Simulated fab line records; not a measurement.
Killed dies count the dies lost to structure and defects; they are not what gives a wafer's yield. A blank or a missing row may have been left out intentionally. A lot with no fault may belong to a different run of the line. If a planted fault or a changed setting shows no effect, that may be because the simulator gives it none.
fab line records ; flow n5-finfet
record: lots: 9; wafers: 27; last-day: 17
route steps=1938 shown WELL_APT@28 BEOL_M4@1111 PASSIVATION@1936
lots untouched by any fault: they come from a run of this same line in which no faults occurred
start-h: start of the lot's first displayed wafer, in hours after the record's first day ; wait-h: hours elapsed since this lot's preceding step ; " unchanged from the row above ; L1.1+2: several wafers, shown together as one row ; - no value present, or no start provided ; * or withheld: withheld ; < > ~ a bound
route shown NAME@n: a module of which the file shows steps, and the number in the route of the first ; usual: average and standard deviation across the fault-free wafers ; same: alike in all rows ; chamber/n: place in a boat ; sites: per-site readings ; _std_site: their standard deviation ; _edge_site: outer sites' mean less inner sites' ; radius-mm: how far each site lies from the wafer's centre ; mask NAME#n: copy n ; behind: tool/chamber where the wafer was last shaped ; hold: what put the lot on hold/how long, in hours/how the hold closed ; device: the transistor (n, p or np) that didn't switch ; end of line: at the end of the route, the tests of the same wafers ; step lacking rows: just its recipe ; killed: not the wafer's yield, but the dies lost to structure and defects at the first sort ; map: a wafer's dies, x killed, . not, _ none there
set.NAME: the setting the step ran with; set.NAME@STEP: the setting that earlier step ran with ; model.NAME: the simulator's own value behind a step, which no gauge read
one table for each step of the route and one row for each wafer, over a sample of lots
services: a tool's chamber out of use, with start hour (start-h, from the record's first day; less than 0 if before it), hours out, and reason
== steps ==
step: N5_WELL_APT_CD_MEAS_08
recipe: target-cd-nm: 200; landing-energy-ev: 500; detector: se-inlens
usual: cd-nm: 200.6/2.1
lot.wafer;tool;chamber;start-h;wait-h;cd-nm
L412.3;cd-sem-03;0;25.90;-;202.9
L412.4;cd-sem-03;0;25.90;-;203.4
L412.6;cd-sem-03;0;25.90;-;200.9
L416.4;cd-sem-02;0;49.71;-;198.6
L416.5;cd-sem-02;0;49.71;-;203.2
L416.6;cd-sem-02;0;49.71;-;201.7
L418.1;cd-sem-03;0;61.72;-;199.6
L418.3;cd-sem-03;0;61.72;-;197.4
L418.5;cd-sem-03;0;61.72;-;197.8
L419.1;cd-sem-03;0;67.69;-;199.3
L419.3;cd-sem-03;0;67.69;-;202.0
L419.5;cd-sem-03;0;67.69;-;203.3
L426.3;cd-sem-03;0;109.79;-;201.0
L426.5;cd-sem-03;0;109.79;-;199.0
L426.6;cd-sem-03;0;109.79;-;195.9
L427.1;cd-sem-02;0;115.76;-;198.1
L427.2;cd-sem-02;0;115.76;-;201.5
L427.6;cd-sem-02;0;115.76;-;199.5
L431.1;cd-sem-01;0;139.68;-;198.3
L431.4;cd-sem-01;0;139.68;-;198.8
L431.5;cd-sem-01;0;139.68;-;197.3
L432.1;cd-sem-02;0;147.01;-;201.0
L432.2;cd-sem-02;0;147.01;-;204.8
L432.3;cd-sem-02;0;147.01;-;200.6
L433.1;cd-sem-03;0;151.71;-;201.8
L433.2;cd-sem-03;0;151.71;-;200.1
L433.6;cd-sem-03;0;151.71;-;204.6
step: N5_WELL_APT_DESCUM_13
recipe: chemistry: O2; time-s: 7.9; source-power-w: 50; bias-power-w: 20; pressure-mtorr: 20; rf-frequency-hz: 2.712e+07; temp-c: 40; o2-flow-sccm: 225
usual: drypump-motor-current-A: 5.7/0.31; oes-product-au: 0.81/0.089; rf-vpp-V: 243.5/1.2; showerhead-plenum-p-Torr: 2.11/0.062; throttle-valve-pct: 20.4/0.32
lot.wafer;tool;chamber;start-h;wait-h;drypump-motor-current-A;oes-product-au;rf-hours-counter-h;rf-vpp-V;showerhead-plenum-p-Torr;throttle-valve-pct
L412.3;rie-diel-06;2;25.98;0.0;5.6;0.89;37;245.1;2.12;20.4
L412.4;rie-diel-06;1;25.98;0.0;5.9;0.70;204;244.9;2.14;20.4
L412.6;rie-diel-06;3;25.98;0.0;6.0;0.87;-;244.4;2.12;20.2
L416.4;rie-diel-01;3;51.16;1.4;5.6;0.92;19;244.7;2.15;20.5
L416.5;rie-diel-01;1;51.16;1.4;5.6;0.78;-;244.0;2.19;20.8
L416.6;rie-diel-01;0;51.16;1.4;5.1;0.69;-;245.1;2.16;20.7
L418.1;rie-diel-04;1;62.87;1.1;5.4;0.73;171;243.8;2.10;20.3
L418.3;rie-diel-04;2;62.87;1.1;5.5;0.74;154;245.3;2.14;19.9
L418.5;rie-diel-04;3;62.87;1.1;6.2;0.85;-;241.8;2.05;20.2
L419.1;rie-diel-06;0;67.78;0.0;5.6;0.92;11;241.6;2.03;19.7
L419.3;rie-diel-06;2;67.78;0.0;5.7;0.88;41;243.9;2.12;20.4
L419.5;rie-diel-06;0;67.78;0.0;5.6;0.91;-;242.8;2.03;19.7
L426.3;rie-diel-06;3;109.93;0.1;6.1;0.85;74;244.3;2.12;20.2
L426.5;rie-diel-06;3;109.93;0.1;6.0;0.84;-;243.0;2.12;20.2
L426.6;rie-diel-06;0;109.93;0.1;5.6;0.87;-;242.9;2.02;19.8
L427.1;rie-diel-04;0;115.85;0.0;6.2;0.92;21;243.5;2.15;20.2
L427.2;rie-diel-04;1;115.85;0.0;5.4;0.71;191;243.2;2.09;20.3
L427.6;rie-diel-04;0;115.85;0.0;6.2;0.91;-;243.6;2.15;20.2
L431.1;rie-diel-06;2;139.79;0.1;5.7;0.85;70;243.1;2.11;20.5
L431.4;rie-diel-06;0;139.79;0.1;5.6;0.86;38;242.9;2.02;19.7
L431.5;rie-diel-06;2;139.79;0.1;5.7;0.85;-;243.1;2.11;20.5
L432.1;rie-diel-06;1;147.10;0.0;5.9;0.68;238;244.5;2.13;20.5
L432.2;rie-diel-06;0;147.10;0.0;5.6;0.84;40;242.9;2.02;19.8
L432.3;rie-diel-06;3;147.10;0.0;6.0;0.83;87;243.7;2.11;20.2
L433.1;rie-diel-01;3;151.80;0.0;5.5;0.86;53;245.0;2.13;20.6
L433.2;rie-diel-01;0;151.80;0.0;5.1;0.87;25;243.5;2.15;20.3
L433.6;rie-diel-01;3;151.80;0.0;5.5;0.86;-;242.9;2.13;20.6
step: N5_WELL_APT_OVL_MEAS_26
recipe: points-per-wafer: 44
usual: PWELL_OVL: -2/6.3
lot.wafer;tool;chamber;start-h;wait-h;PWELL_OVL[nm]
L412.3;overlay-01;0;27.17;0.0;6
L412.4;overlay-01;0;27.17;0.0;4
L412.6;overlay-01;0;27.17;0.0;2
L416.4;overlay-01;0;52.22;0.0;-4
L416.5;overlay-01;0;52.22;0.0;-1
L416.6;overlay-01;0;52.22;0.0;-11
L418.1;overlay-01;0;64.06;0.0;-3
L418.3;overlay-01;0;64.06;0.0;0
L418.5;overlay-01;0;64.06;0.0;-7
L419.1;overlay-02;0;68.96;0.0;10
L419.3;overlay-02;0;68.96;0.0;10
L419.5;overlay-02;0;68.96;0.0;8
L426.3;overlay-01;0;110.99;0.0;-5
L426.5;overlay-01;0;110.99;0.0;-5
L426.6;overlay-01;0;110.99;0.0;0
L427.1;overlay-01;0;117.04;0.0;-3
L427.2;overlay-01;0;117.04;0.0;-6
L427.6;overlay-01;0;117.04;0.0;-6
L431.1;overlay-02;0;140.86;0.0;2
L431.4;overlay-02;0;140.86;0.0;0
L431.5;overlay-02;0;140.86;0.0;1
L432.1;overlay-01;0;148.18;0.0;-11
L432.2;overlay-01;0;148.18;0.0;-6
L432.3;overlay-01;0;148.18;0.0;-7
L433.1;overlay-01;0;152.99;0.0;-7
L433.2;overlay-01;0;152.99;0.0;-5
L433.6;overlay-01;0;152.99;0.0;-5
step: N5_WELL_APT_RTA_34
recipe: temp-c: 1000; time-s: 10; ambient: N2; idle-temp-c: 600; ramp-up-c-per-s: 150; ramp-down-c-per-s: 60; cool-to-c: 600
usual: lamp-power-pct: 13.01/0.055; lamp_zone_1_pct: 12.993/0.026; lamp_zone_2_pct: 12.994/0.028; lamp_zone_3_pct: 12.997/0.026; lamp_zone_4_pct: 12.994/0.028; lamp_zone_5_pct: 12.998/0.029; lamp_zone_6_pct: 12.919/0.029; lamp_zone_7_pct: 13.421/0.029; wafer_temp_C_max: 1003.7/1
lot.wafer;tool;chamber;start-h;wait-h;lamp-power-pct;lamp_zone_1_pct;lamp_zone_2_pct;lamp_zone_3_pct;lamp_zone_4_pct;lamp_zone_5_pct;lamp_zone_6_pct;lamp_zone_7_pct;wafer_temp_C_max
L412.3;rtp-anneal-02;0;28.20;0.1;13.04;13.023;12.979;13.026;12.970;13.044;12.944;13.409;1001.9
L412.4;rtp-anneal-02;0;28.20;0.1;13.00;12.985;13.014;13.007;13.022;13.031;12.932;13.396;1002.8
L412.6;rtp-anneal-02;0;28.20;0.1;13.01;13.007;13.048;13.005;12.941;12.966;12.891;13.341;1004.2
L416.4;rtp-anneal-02;0;53.71;0.1;13.00;13.021;13.011;13.059;13.014;13.026;12.880;13.394;1002.8
L416.5;rtp-anneal-02;0;53.71;0.1;13.06;13.001;12.989;12.973;12.999;13.001;12.926;13.435;1002.7
L416.6;rtp-anneal-02;0;53.71;0.1;12.97;12.973;12.980;13.004;12.974;12.994;12.944;13.424;1002.9
L418.1;rtp-anneal-02;0;65.73;0.0;12.95;12.935;13.023;12.989;12.974;13.023;12.855;13.459;1005.3
L418.3;rtp-anneal-02;0;65.73;0.0;13.13;13.000;12.985;12.994;13.007;12.983;12.874;13.409;1004.0
L418.5;rtp-anneal-02;0;65.73;0.0;13.02;12.996;12.999;12.994;12.988;12.970;12.943;13.428;1002.5
L419.1;rtp-anneal-02;0;70.08;0.0;13.00;12.987;12.991;12.966;12.978;13.034;12.957;13.453;1002.2
L419.3;rtp-anneal-02;0;70.08;0.0;13.05;12.995;12.984;13.006;12.978;12.987;12.896;13.439;1003.1
L419.5;rtp-anneal-02;0;70.08;0.0;12.97;13.010;12.927;12.997;12.998;13.029;12.946;13.466;1004.6
L426.3;rtp-anneal-02;0;111.87;0.1;11.77;11.657;11.699;11.675;11.641;11.676;11.599;12.132;1003.7
L426.5;rtp-anneal-02;0;111.87;0.1;11.74;11.701;11.699;11.650;11.692;11.694;11.571;12.129;1004.9
L426.6;rtp-anneal-02;0;111.87;0.1;11.76;11.697;11.671;11.733;11.735;11.685;11.614;12.082;1003.8
L427.1;rtp-anneal-02;0;118.11;0.3;11.74;11.701;11.672;11.720;11.727;11.615;11.629;12.091;1003.7
L427.2;rtp-anneal-02;0;118.11;0.3;11.71;11.702;11.699;11.700;11.717;11.758;11.620;12.065;1004.2
L427.6;rtp-anneal-02;0;118.11;0.3;11.72;11.713;11.714;11.699;11.687;11.680;11.642;12.087;1002.7
L431.1;rtp-anneal-01;0;141.68;0.0;13.03;13.001;13.023;12.982;13.005;13.001;12.870;13.431;1006.6
L431.4;rtp-anneal-01;0;141.68;0.0;13.10;13.030;12.995;12.997;13.008;12.996;12.948;13.396;1004.0
L431.5;rtp-anneal-01;0;141.68;0.0;12.96;13.018;13.021;13.009;13.033;12.999;12.931;13.420;1004.0
L432.1;rtp-anneal-01;0;149.00;0.0;13.05;12.952;13.019;13.025;12.950;13.005;12.929;13.384;1004.3
L432.2;rtp-anneal-01;0;149.00;0.0;13.07;12.975;13.008;13.001;13.010;12.975;12.899;13.451;1002.5
L432.3;rtp-anneal-01;0;149.00;0.0;13.00;13.008;12.995;12.976;12.998;12.987;12.951;13.409;1003.1
L433.1;rtp-anneal-01;0;153.93;0.1;13.02;13.002;13.029;13.006;12.969;12.954;12.934;13.451;1004.3
L433.2;rtp-anneal-01;0;153.93;0.1;13.01;13.008;12.995;12.955;13.006;12.999;12.941;13.380;1002.0
L433.6;rtp-anneal-01;0;153.93;0.1;12.93;13.027;12.985;13.010;12.985;12.999;12.933;13.414;1002.7
step: N5_BEOL_M4_RC_MEAS_101
usual: DIBL_N: 36.0/2.2; DIBL_P: 35.9/2.6; IOFF_N: 0.16/0.038; IOFF_N_LONG: 5.5e-05/2.8e-06; IOFF_P: 0.21/0.042; ION_N: 675/15; ION_P: 463/10; SS_N: 71.5/0.62; SS_P: 73.2/0.76; VT_N: 250/4.1; VT_P: -251/3.6
lot.wafer;tool;chamber;start-h;wait-h;DIBL_N[mV/V];DIBL_P[mV/V];IOFF_N[nA/um];IOFF_N_LONG[nA/um];IOFF_P[nA/um];ION_N[uA/um];ION_P[uA/um];SS_N[mV/dec];SS_P[mV/dec];VT_N[mV];VT_P[mV]
L412.3;prober-02;0;168.92;0.3;36.3;37.2;0.17;5.37e-05;0.21;675;458;72.3;73.5;249;-252
L412.4;prober-02;0;168.92;0.3;35.1;36.8;0.15;5.28e-05;0.19;662;454;71.6;73.3;251;-252
L412.6;prober-02;0;168.92;0.3;32.8;34.1;0.12;5.35e-05;0.16;672;463;70.7;72.1;253;-255
L416.4;prober-01;0;211.21;0.5;43.9;43.5;0.29;5.26e-05;0.34;693;471;72.5;75.3;245;-245
L416.5;prober-01;0;211.21;0.5;41.1;40.2;0.22;5.29e-05;0.26;687;469;72.6;74.2;243;-247
L416.6;prober-01;0;211.21;0.5;37.2;35.3;0.14;5.4e-05;0.19;684;467;71.3;73.0;252;-255
L419.1;prober-02;0;215.85;0.0;37.8;37.3;0.16;4.9e-05;0.19;675;459;71.2;73.3;252;-254
L419.3;prober-02;0;215.85;0.0;35.3;34.2;0.12;4.76e-05;0.16;644;445;70.9;73.4;259;-256
L419.5;prober-02;0;215.85;0.0;35.8;33.6;0.13;4.93e-05;0.15;653;446;71.9;72.5;256;-259
L418.1;prober-01;0;219.77;0.0;35.3;34.6;0.13;5.22e-05;0.17;673;464;70.8;72.6;251;-255
L418.3;prober-01;0;219.77;0.0;37.6;36.8;0.16;5.08e-05;0.20;662;450;71.5;74.0;252;-254
L418.5;prober-01;0;219.77;0.0;39.0;39.5;0.21;5.21e-05;0.24;684;464;72.3;74.1;246;-252
L426.3;prober-01;0;262.40;0.3;36.0;37.5;0.18;7.05e-05;0.24;685;469;71.2;73.3;246;-246
L426.5;prober-01;0;262.40;0.3;37.0;38.6;0.19;6.92e-05;0.25;689;474;71.3;73.8;246;-247
L426.6;prober-01;0;262.40;0.3;34.2;34.9;0.15;7.23e-05;0.19;692;479;71.1;72.6;249;-250
L427.1;prober-02;0;266.93;0.0;37.0;38.5;0.17;6.55e-05;0.24;659;454;72.0;73.5;246;-249
L427.2;prober-02;0;266.93;0.0;37.4;38.1;0.20;7.02e-05;0.23;695;477;71.2;73.8;243;-251
L427.6;prober-02;0;266.93;0.0;36.5;36.8;0.17;6.86e-05;0.22;684;463;70.7;72.4;248;-250
L431.1;prober-02;0;290.17;0.0;35.9;36.9;0.17;5.49e-05;0.28;684;476;71.5;74.2;249;-243
L431.4;prober-02;0;290.17;0.0;32.9;32.5;0.12;5.47e-05;0.19;663;462;70.3;72.6;255;-249
L431.5;prober-02;0;290.17;0.0;33.8;31.9;0.12;5.49e-05;0.18;656;454;70.8;72.2;252;-251
L432.1;prober-01;0;306.25;0.0;37.4;40.0;0.21;5.53e-05;0.26;678;458;71.8;74.5;242;-250
L432.2;prober-01;0;306.25;0.0;33.0;33.5;0.14;5.85e-05;0.17;679;467;71.5;72.5;249;-254
L432.3;prober-01;0;306.25;0.0;37.6;40.5;0.22;5.66e-05;0.25;692;470;72.9;74.6;244;-249
L433.1;prober-02;0;306.35;0.0;36.0;37.0;0.18;5.62e-05;0.25;684;464;71.0;73.4;245;-248
L433.2;prober-02;0;306.35;0.0;35.7;36.7;0.18;5.77e-05;0.25;693;475;71.2;73.6;244;-245
L433.6;prober-02;0;306.35;0.0;35.6;37.8;0.19;5.61e-05;0.28;700;491;71.5;74.2;245;-245
step: N5_PASSIVATION_PROBE_49
usual: defect-limited-yield: 91.4/1.6; killed_at_M0_to_M3: 35/10; killed_at_M4_up: 12/4.7; killed-at-contacts: 12/5.8; killed-at-front-end: 38/12; killed-at-other: 4/3.2; killed-dies: 102/18; killed-open: 68/14; killed-short: 32/8; sort_bin_4_leakage: 0.00/0.043; sort_bin_5_function: 5.1/0.96; sort_bin_6_memory: 3.2/0.77; sort_bin_8_speed: 0.1/0.39; sort-n-pass: 1078/20; sort-yield-pct: 91.3/1.7
same: gross-dies: 1180; killed-at-back-side: 0
lot.wafer;tool;chamber;start-h;wait-h;defect-limited-yield[%];killed_at_M0_to_M3;killed_at_M4_up;killed-at-contacts;killed-at-front-end;killed-at-other;killed-dies;killed-open;killed-short;sort_bin_4_leakage[%];sort_bin_5_function[%];sort_bin_6_memory[%];sort_bin_8_speed[%];sort-n-pass;sort-yield-pct[%]
L412.3;prober-02;-;276.29;0.1;93.9;18;9;8;31;6;72;51;21;0;3.6;2.2;0;1108;93.9
L412.4;prober-02;-;276.34;0.2;93.7;26;9;6;32;1;74;54;20;0;3.6;2.5;0;1106;93.7
L412.6;prober-02;-;276.44;0.3;94.5;27;13;5;20;0;65;43;21;0;3.4;2.0;0;1115;94.5
L426.3;prober-02;-;370.36;0.1;90.5;29;16;12;54;1;112;74;38;0;6.1;2.9;0;1068;90.5
L427.1;prober-01;-;373.94;0.0;89.0;53;1;4;69;3;130;89;41;0;5.8;4.9;0;1050;89.0
L427.2;prober-01;-;373.99;0.1;91.2;33;7;12;47;5;104;81;23;0;5.1;3.5;0;1076;91.2
L427.6;prober-01;-;374.19;0.3;89.9;40;14;12;51;2;119;84;35;0;5.7;4.2;0;1061;89.9
L431.1;prober-02;-;390.75;0.4;91.0;41;14;17;33;1;106;72;33;0;5.3;3.1;0;1074;91.0
L431.4;prober-02;-;390.90;0.5;89.3;46;9;22;40;9;126;74;52;0;5.9;4.2;0;1054;89.3
L431.5;prober-02;-;390.95;0.6;89.7;58;11;13;37;3;122;75;45;0;5.8;4.1;0;1058;89.7
L432.1;prober-01;-;408.40;0.0;93.4;20;10;13;29;6;78;44;30;0;4.1;2.1;0;1102;93.4
L432.2;prober-01;-;408.45;0.1;94.0;16;11;15;23;6;71;42;29;0;3.4;2.1;0;1109;94.0
L432.3;prober-01;-;408.50;0.1;93.9;18;11;5;38;0;72;50;22;0;3.1;2.9;0;1108;93.9
killed by level:class
L412.3 STI_FIN_REVEAL:geometric-particle:open=10 MOL_CONTACT_COAG:geometric-particle:open=8 BEOL_M2:geometric-particle:open=5 FIN_SAQP:geometric-particle:short=4 DUMMY_GATE:geometric-particle:open=4 BEOL_M3:geometric-particle:open=4 FIN_SAQP:geometric-particle:open=3 GATE_CUT:geometric-particle:short=3
L412.4 FIN_SAQP:geometric-particle:open=9 BEOL_M2:geometric-particle:open=8 BEOL_M3:geometric-particle:open=8 DUMMY_GATE:geometric-particle:open=5 MOL_CONTACT_COAG:geometric-particle:open=5 FIN_SAQP:geometric-particle:short=4 GATE_CUT:geometric-particle:open=4 STARTING-WAFER:geometric-particle:short=4
L412.6 BEOL_M3:geometric-particle:open=9 BEOL_M2:geometric-particle:open=7 FIN_SAQP:geometric-particle:short=6 STI_FIN_REVEAL:geometric-particle:open=4 BEOL_M0_SAQP:geometric-particle:open=4 MOL_CONTACT_COAG:geometric-particle:short=3 BEOL_M0:geometric-particle:open=3 BEOL_M4:geometric-particle:open=3
L426.3 FIN_SAQP:geometric-particle:open=15 FIN_SAQP:geometric-particle:short=11 BEOL_M3:geometric-particle:open=11 MOL_CONTACT_COAG:geometric-particle:open=10 BEOL_M4:geometric-particle:open=7 GATE_CUT:geometric-particle:open=6 STARTING-WAFER:geometric-particle:short=6 BEOL_M0_SAQP:geometric-particle:open=5
L427.1 STI_FIN_REVEAL:geometric-particle:open=22 FIN_SAQP:geometric-particle:open=21 BEOL_M0_SAQP:geometric-particle:short=10 BEOL_M3:geometric-particle:open=10 BEOL_M1:geometric-particle:open=9 BEOL_M0_SAQP:geometric-particle:open=8 FIN_SAQP:geometric-particle:short=7 STARTING-WAFER:geometric-particle:open=7
L427.2 FIN_SAQP:geometric-particle:open=22 BEOL_M0_SAQP:geometric-particle:open=11 MOL_CONTACT_COAG:geometric-particle:open=9 FIN_SAQP:geometric-particle:short=9 BEOL_M2:geometric-particle:open=6 BEOL_M0_SAQP:geometric-particle:short=5 BEOL_M1:geometric-particle:open=5 BEOL_M3:geometric-particle:open=5
L427.6 FIN_SAQP:geometric-particle:open=16 STI_FIN_REVEAL:geometric-particle:open=11 MOL_CONTACT_COAG:geometric-particle:open=11 BEOL_M3:geometric-particle:open=6 BEOL_M1:geometric-particle:open=6 BEOL_M0:geometric-particle:open=5 BEOL_M2:geometric-particle:open=5 BEOL_M4:geometric-particle:open=4
L431.1 MOL_CONTACT_COAG:geometric-particle:open=14 BEOL_M0_SAQP:geometric-particle:short=13 FIN_SAQP:geometric-particle:open=10 BEOL_M3:geometric-particle:open=7 GATE_CUT:geometric-particle:short=6 BEOL_M0_SAQP:geometric-particle:open=6 BEOL_M2:geometric-particle:open=6 FIN_SAQP:geometric-particle:short=5
L431.4 MOL_CONTACT_COAG:geometric-particle:open=17 BEOL_M3:geometric-particle:open=12 GATE_CUT:geometric-particle:short=11 FIN_SAQP:geometric-particle:short=10 BEOL_M0_SAQP:geometric-particle:short=9 BEOL_M0_SAQP:geometric-particle:open=7 BEOL_M1:geometric-particle:open=6 MOL_CONTACT_COAG:geometric-particle:short=5
L431.5 FIN_SAQP:geometric-particle:short=11 BEOL_M0_SAQP:geometric-particle:open=11 BEOL_M0_SAQP:geometric-particle:short=10 BEOL_M1:geometric-particle:open=9 BEOL_M2:geometric-particle:open=9 MOL_CONTACT_COAG:geometric-particle:open=8 GATE_CUT:geometric-particle:short=6 BEOL_M3:geometric-particle:open=6
L432.1 MOL_CONTACT_COAG:geometric-particle:open=10 BEOL_M3:geometric-particle:open=8 FIN_SAQP:geometric-particle:short=7 STI_FIN_REVEAL:geometric-particle:open=7 BEOL_M0_SAQP:geometric-particle:short=6 HKMG_FIN:area-etch=4 MOL_CONTACT_COAG:geometric-particle:short=3 BEOL_M4:geometric-particle:open=3
L432.2 MOL_CONTACT_COAG:geometric-particle:open=11 FIN_SAQP:geometric-particle:short=8 BEOL_M4:geometric-particle:open=7 BEOL_M2:geometric-particle:short=5 MOL_CONTACT_COAG:geometric-particle:short=4 FIN_SAQP:geometric-particle:open=3 STI_FIN_REVEAL:geometric-particle:open=3 BEOL_M3:geometric-particle:open=3
L432.3 FIN_SAQP:geometric-particle:open=10 STI_FIN_REVEAL:geometric-particle:open=7 FIN_SAQP:geometric-particle:short=6 BEOL_M2:geometric-particle:open=6 MOL_CONTACT_COAG:geometric-particle:open=5 STARTING-WAFER:geometric-particle:short=4 BEOL_M3:geometric-particle:open=4 STARTING-WAFER:geometric-particle:open=4
== services ==
tool;chamber;start-h;hours;kind
rie-diel-01;2;33.57;4.7;repair
rie-diel-06;-;36.66;28.1;pm
rie-diel-04;0;40.05;-;clean
rie-diel-04;0;40.05;-;consumable-replace:focus-ring
rie-diel-04;0;40.05;16.9;scheduled-down
rie-diel-04;0;40.05;16.9;vent-cycle
rie-diel-04;-;56.67;2.8;pm
rie-diel-01;0;59.73;-;clean
rie-diel-01;0;59.73;-;consumable-replace:focus-ring
rie-diel-01;0;59.73;18.3;scheduled-down
rie-diel-01;0;59.73;18.3;vent-cycle
rie-diel-01;3;64.59;9.1;repair
rie-diel-06;3;73.33;7.0;repair
rie-diel-04;0;102.22;2.3;repair
== key ==
first-sign: step: N5_WELL_APT_RTA_34; reading: lamp_zone_3_pct; direction: down; sigmas: 49; usual: *; struck: *
effect: step: N5_WELL_APT_RTA_34; reading: lamp_zone_1_pct; direction: down; sigmas: 49; usual: *; struck: *
effect: step: N5_BEOL_M4_RC_MEAS_101; reading: IOFF_N_LONG; direction: up; sigmas: 5.2; usual: 5.5e-05; struck: 6.94e-05
met-at N5_WELL_APT_RTA_34
struck-lots L426,L427
not-acting-at N5_WELL_APT_CD_MEAS_08,N5_WELL_APT_DESCUM_13,N5_WELL_APT_OVL_MEAS_26
onset-between 70.08 111.87
fault: kind: process-parameter-drift; tool: rtp-anneal-02; chamber: -; onset-h: 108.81; steps: N5_WELL_APT_RTA_34; channel: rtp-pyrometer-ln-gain; offset: 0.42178; shape: step; end-h: 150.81
